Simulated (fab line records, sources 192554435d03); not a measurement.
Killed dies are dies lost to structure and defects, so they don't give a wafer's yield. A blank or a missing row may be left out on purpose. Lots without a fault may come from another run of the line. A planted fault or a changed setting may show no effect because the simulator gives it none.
Split-lot experiment | flow n5_finfet | 7 lots, 21 wafers read, on a route of 1938 steps

THE SPLIT
At N5_BEOL_M10_COAT_22 (resist thk 90 nm), the setting spin_rpm was moved away from the recipe's 1500 rpm on 8 of the 21 wafers read, by -10.4% to +11.0%. The other wafers ran this setting at the recipe's value.

FROM THE SPLIT TO THE READING: what the file shows between them, 5 steps
- N5_BEOL_M10_EBR_24
- N5_BEOL_M10_SOFTBAKE_23: time 60 s
- N5_BEOL_M10_EXPOSE_25: exposes mask V9
- N5_BEOL_M10_PEB_26: peb time 60 s
- N5_BEOL_M10_DEVELOP_27: develop time 30 s

THE READING
CAR-ArF_of_BEOL_M10_COAT_22.thk_nm (the simulator's own value, which no gauge read), in nm, at N5_BEOL_M10_DESCUM_33 (chemistry O2, time 7.9 s). The file gives no usual value for it. The 13 wafers here that ran the recipe average 83.4 nm, standard deviation 0.21 nm.

wafer  | tool, chamber at the split | spin_rpm as run, rpm | against the recipe | CAR-ArF_of_BEOL_M10_COAT_22.thk_nm, nm | against lot-mates on the recipe
L078.1 | litho_track-04, 0          | 1500                 | recipe             | 83.6                                   | -
L078.4 | litho_track-04, 0          | 1381                 | -7.9%              | 87.4                                   | +3.8
L078.5 | litho_track-04, 0          | 1381                 | -7.9%              | 87                                     | +3.4
L085.2 | litho_track-04, 0          | 1500                 | recipe             | 83.2                                   | -
L085.4 | litho_track-04, 0          | 1500                 | recipe             | 83.6                                   | -
L085.6 | litho_track-04, 0          | 1500                 | recipe             | 83.4                                   | -
L086.1 | litho_track-02, 0          | 1500                 | recipe             | 83.2                                   | -
L086.3 | litho_track-02, 0          | 1500                 | recipe             | 83.2                                   | -
L086.6 | litho_track-02, 0          | 1500                 | recipe             | 83.4                                   | -
L087.2 | litho_track-02, 0          | 1500                 | recipe             | 83.6                                   | -
L087.3 | litho_track-02, 0          | 1344                 | -10.4%             | 88.8                                   | +5.1
L087.6 | litho_track-02, 0          | 1500                 | recipe             | 83.8                                   | -
L091.2 | litho_track-04, 0          | 1432                 | -4.5%              | 85                                     | +1.7
L091.3 | litho_track-04, 0          | 1500                 | recipe             | 83.4                                   | -
L091.4 | litho_track-04, 0          | 1500                 | recipe             | 83.2                                   | -
L095.1 | litho_track-04, 0          | 1415                 | -5.7%              | 86.2                                   | +2.8
L095.2 | litho_track-04, 0          | 1500                 | recipe             | 83.4                                   | -
L095.3 | litho_track-04, 0          | 1415                 | -5.7%              | 86                                     | +2.6
L097.1 | litho_track-02, 0          | 1500                 | recipe             | 83                                     | -
L097.2 | litho_track-02, 0          | 1665                 | +11.0%             | 78.4                                   | -4.6
L097.4 | litho_track-02, 0          | 1665                 | +11.0%             | 78.6                                   | -4.4

THE FIT
A straight line over all 21 wafers: CAR-ArF_of_BEOL_M10_COAT_22.thk_nm changes by -0.466 nm for each +1% of spin_rpm; r = -0.99; the points scatter about the line by 0.27 nm.
The same after taking each lot's own level away (the mean of its wafers on the recipe; 21 wafers): -0.439 nm for each +1%; r = -1.00; scatter 0.21 nm.
On that fit, the largest move of spin_rpm shifts the reading by 4.8 nm.
The lots' own levels span 83.00 to 83.70 nm, that is 3.3 times the standard deviation above.
So the lot-to-lot level changes the slope little: the two slopes agree.
Check: with one of the wafers moved furthest among these (+11.0%) left out of the fit, the line predicts -4.82 nm for it against its lot-mates. It came out at -4.6 nm against them.

OTHER SPLITS ON THESE WAFERS
These wafers also went through other splits before the reading. Each is held against what the fit with the lots' levels taken away leaves over:
other split on the same wafers | wafers away from the commonest value | r with CAR-ArF_of_BEOL_M10_COAT_22.thk_nm (lot level and that fit taken away)
N5_BEOL_M9_EXPOSE_08 dose_mj   | 10                                   | -0.16
N5_BEOL_M9_STRIP_36 power_w    | 5                                    | +0.14

THE WHOLE CHAIN: every reading that the file lists as answering this split, in the file's order
step                   | what it does             | reading                                                                             | change (the file's fit)               | r (the file's)
N5_BEOL_M10_COAT_22    | resist thk 90 nm         | CAR-ArF_of_BEOL_M10_COAT_22.thk_nm (the simulator's own value, which no gauge read) | -0.439 nm for each +1% of the setting | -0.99
N5_BEOL_M10_DEVELOP_27 | develop time 30 s        | CAR-ArF_of_BEOL_M10_COAT_22.thk_nm (the simulator's own value, which no gauge read) | -0.432 nm for each +1% of the setting | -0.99
N5_BEOL_M10_DESCUM_33  | chemistry O2, time 7.9 s | CAR-ArF_of_BEOL_M10_COAT_22.thk_nm (the simulator's own value, which no gauge read) | -0.447 nm for each +1% of the setting | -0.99

THE FILE'S OWN FIT
CAR-ArF_of_BEOL_M10_COAT_22.thk_nm changes by -0.447 nm for each +1% of spin_rpm, r = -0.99.
